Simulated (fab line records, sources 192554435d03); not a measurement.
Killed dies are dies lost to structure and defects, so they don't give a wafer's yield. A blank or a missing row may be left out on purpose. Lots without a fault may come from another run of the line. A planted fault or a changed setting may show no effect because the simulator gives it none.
Split-lot experiment | flow n5_finfet | 7 lots, 21 wafers read, on a route of 1938 steps

THE SPLIT
At N5_BEOL_M15_EXPOSE_07 (exposes mask V14), the setting dose_mj was moved away from the recipe's 41.25 on 7 of the 21 wafers read, by -5.0% to +5.4%. The other wafers ran this setting at the recipe's value.

FROM THE SPLIT TO THE READING: what the file shows between them, 11 steps
- N5_BEOL_M15_PEB_08: peb time 90 s
- N5_BEOL_M15_DEVELOP_09: develop time 45 s
- N5_BEOL_M15_HARDBAKE_14: time 120 s
- N5_BEOL_M15_CD_MEAS_10: target cd 360 nm
- N5_BEOL_M15_DESCUM_15: chemistry O2, time 7.9 s
- N5_BEOL_M15_ETCH_59: etches BARC in N2/H2, target depth 89 nm, overetch 26.7 nm, time 67.9 s
- N5_BEOL_M15_VIA_ETCH_16: etches SiO2 in C4F8/O2/Ar, target depth 1792.2 nm
- N5_BEOL_M15_STRIP_63: strips in O2
- N5_BEOL_M15_STRIP_64: strips in O2
- N5_BEOL_M15_STRIP_65: strips in post etch residue remover, time 60 s
- N5_BEOL_M15_SRD_66: time 30 s, dry time 30 s

THE READING
cd_nm, in nm, at N5_BEOL_M15_CD_MEAS_17 (target cd 360 nm). Fault-free wafers of this fab line usually give 360.9 nm, standard deviation 1.8 nm.

wafer  | tool, chamber at the split | dose_mj as run | against the recipe | cd_nm, nm | against lot-mates on the recipe
L076.2 | krf_scanner-02, 0          | 41.25          | recipe             | 360.9     | -
L076.3 | krf_scanner-02, 0          | 41.25          | recipe             | 360.8     | -
L076.6 | krf_scanner-02, 0          | 41.25          | recipe             | 360.3     | -
L077.1 | krf_scanner-02, 0          | 41.25          | recipe             | 358.2     | -
L077.3 | krf_scanner-02, 0          | 43.46          | +5.4%              | 365.9     | +7.4
L077.5 | krf_scanner-02, 0          | 41.25          | recipe             | 358.7     | -
L090.2 | krf_scanner-01, 0          | 41.25          | recipe             | 361.3     | -
L090.3 | krf_scanner-01, 0          | 40.44          | -2.0%              | 357.2     | -4.1
L090.6 | krf_scanner-01, 0          | 40.44          | -2.0%              | 357.2     | -4.1
L089.1 | krf_scanner-01, 0          | 41.25          | recipe             | 361.0     | -
L089.4 | krf_scanner-01, 0          | 43.41          | +5.2%              | 368.0     | +7.4
L089.5 | krf_scanner-01, 0          | 41.25          | recipe             | 360.2     | -
L095.1 | krf_scanner-02, 0          | 41.25          | recipe             | 360.8     | -
L095.2 | krf_scanner-02, 0          | 41.25          | recipe             | 357.4     | -
L095.5 | krf_scanner-02, 0          | 41.25          | recipe             | 359.8     | -
L094.1 | krf_scanner-02, 0          | 41.25          | recipe             | 360.0     | -
L094.2 | krf_scanner-02, 0          | 41.25          | recipe             | 362.7     | -
L094.3 | krf_scanner-02, 0          | 41.25          | recipe             | 359.7     | -
L097.4 | krf_scanner-02, 0          | 39.17          | -5.0%              | 353.6     | no lot-mate on the recipe
L097.5 | krf_scanner-02, 0          | 39.17          | -5.0%              | 354.4     | no lot-mate on the recipe
L097.6 | krf_scanner-02, 0          | 39.17          | -5.0%              | 354.9     | no lot-mate on the recipe

THE FIT
A straight line over all 21 wafers: cd_nm changes by +1.23 nm for each +1% of dose_mj; r = +0.94; the points scatter about the line by 1.2 nm.
The same after taking each lot's own level away (the mean of its wafers on the recipe; 18 wafers): +1.5 nm for each +1%; r = +0.95; scatter 0.96 nm.
On that fit, the largest move of dose_mj shifts the reading by 8.1 nm.
The lots' own levels span 358.45 to 361.30 nm, that is 1.6 times the standard deviation above.
So the lot-to-lot level changes the slope: the two fits differ.
Check: with one of the wafers moved furthest among these (+5.4%) left out of the fit, the line predicts +8.23 nm for it against its lot-mates. It came out at +7.45 nm against them.

OTHER SPLITS ON THESE WAFERS
These wafers also went through other splits before the reading. Each is held against what the fit with the lots' levels taken away leaves over:
other split on the same wafers | wafers away from the commonest value | r with cd_nm (lot level and that fit taken away)
N5_BEOL_M14_EXPOSE_07 dose_mj  | 7                                    | -0.22
N5_BEOL_M15_ILD_DEP_00 time_s  | 6                                    | -0.05

THE WHOLE CHAIN: every reading that the file lists as answering this split, in the file's order
step                   | what it does     | reading | change (the file's fit)              | r (the file's)
N5_BEOL_M15_CD_MEAS_10 | target cd 360 nm | cd_nm   | +1.34 nm for each +1% of the setting | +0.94
N5_BEOL_M15_CD_MEAS_17 | target cd 360 nm | cd_nm   | +1.45 nm for each +1% of the setting | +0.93

THE FILE'S OWN FIT
cd_nm changes by +1.45 nm for each +1% of dose_mj, r = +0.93.
